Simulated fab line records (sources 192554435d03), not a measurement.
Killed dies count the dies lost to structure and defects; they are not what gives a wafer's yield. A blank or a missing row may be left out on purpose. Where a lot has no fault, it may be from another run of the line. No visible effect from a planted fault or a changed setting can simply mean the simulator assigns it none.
Matching of chambers | flow n5Finfet | N5_BEOL_M4_STRIP_66 on rieDiel-03: 4 sister chambers
The step strips in CF4. 4 wafers are shown with their chamber, then 8 later ones without.

## WAFERS, EACH WITH ITS CHAMBER
wafer  | chamber | drypumpMotorCurrentA (A)
L085.1 | 3       | 5.2
L083.2 | 2       | 5.7
L083.4 | 1       | 5.5
L084.2 | 0       | 5.4

## WAFERS WITHOUT THEIR CHAMBER
wafer  | drypumpMotorCurrentA (A)
L084.4 | 5.7
L084.5 | 5.4
L089.1 | 5.3
L089.4 | 5.4
L089.5 | 5.2
L092.1 | 5.4
L092.4 | 5.7
L092.5 | 5.7

## THE CHAMBER EACH PASSED THROUGH
wafer  | from the rows above     | in truth
L084.4 | 2                       | 2
L084.5 | 0                       | 0
L089.1 | can't be placed: 3 or 0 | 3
L089.4 | 0                       | 0
L089.5 | 3                       | 3
L092.1 | 0                       | 0
L092.4 | 2                       | 2
L092.5 | 2                       | 2
7 of 8 placed correctly. From these rows, 1 cannot be placed; in 1 the true chamber is one of the candidates. Number placed wrongly: 0.
How it was worked out, from the rows above alone: a wafer's distance from a chamber is the root of the sum, over the readings, of the square of ((its reading less the chamber's mean) divided by the reading's scatter). The wafer belongs to the nearest chamber; if the next one is less than 2 further off, it can't be placed. A chamber's mean is the mean of its shown wafers. The scatter: root of mean squared gap, hidden wafer to nearest shown wafer, with one shown wafer a chamber.
